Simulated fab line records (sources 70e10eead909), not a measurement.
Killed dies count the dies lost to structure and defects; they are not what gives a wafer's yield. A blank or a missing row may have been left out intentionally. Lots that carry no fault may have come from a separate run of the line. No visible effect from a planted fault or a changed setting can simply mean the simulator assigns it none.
One fault seen from 2 desks    flow nand harc    every desk sees just its own numbers, and what lay behind them comes last

## THE TOOL OWNER'S DESK: wet bench-01
The tool's own readings at NHARC_A_CONTACT_STRIP_27 (strips in post etch residue remover, time 600 s): means of the sampled wafers that have a number, for each lot that ran on this tool. The brackets show how far a lot's mean lies from the usual mean; more than 4 standard deviations puts the lot out of limits, marked OUT.
Columns: A = bath heat duty pct at NHARC_A_CONTACT_STRIP_27, usual 13.1 %; B = run length s at NHARC_A_CONTACT_STRIP_27, usual 603.0 s
lot   first seen here  A     B
L924  day 17 02:13     13.8  603.6
L927  day 18 10:52     14.0  603.1
This desk's finding: nothing out of limits on any of the 2 lots.

## AT THE METROLOGY DESK
Lot by lot, what the gauges showed, no matter which tool ran the lot: averages of those sampled wafers that carry a number. The brackets show how far a lot's mean lies from the usual mean; more than 4 standard deviations puts the lot out of limits, marked OUT.
Columns: A = cd nm at NHARC_A_CONTACT_CD_MEAS_15, usual 89.8 nm
lot   first seen here  A
L923  day 16 20:01     89.8
L924  day 17 01:32     90.1
L928  day 18 03:23     89.4
L927  day 18 10:11     90.2
L929  day 18 21:31     90.3
L932  day 19 19:04     90.1
L931  day 19 21:35     89.8
L935  day 20 03:30     90.0
L934  day 20 07:18     89.9
L937  day 20 07:40     89.4
L938  day 20 16:07     89.2
L946  day 22 06:22     89.8
L944  day 22 11:33     89.6
This desk's finding: nothing out of limits on any of the 13 lots.

## PUT TOGETHER
The desk of the tool owner found nothing out of limits.
At the metrology desk, nothing out of limits was observed.

## WHAT WAS PUT IN BY THE SIMULATOR
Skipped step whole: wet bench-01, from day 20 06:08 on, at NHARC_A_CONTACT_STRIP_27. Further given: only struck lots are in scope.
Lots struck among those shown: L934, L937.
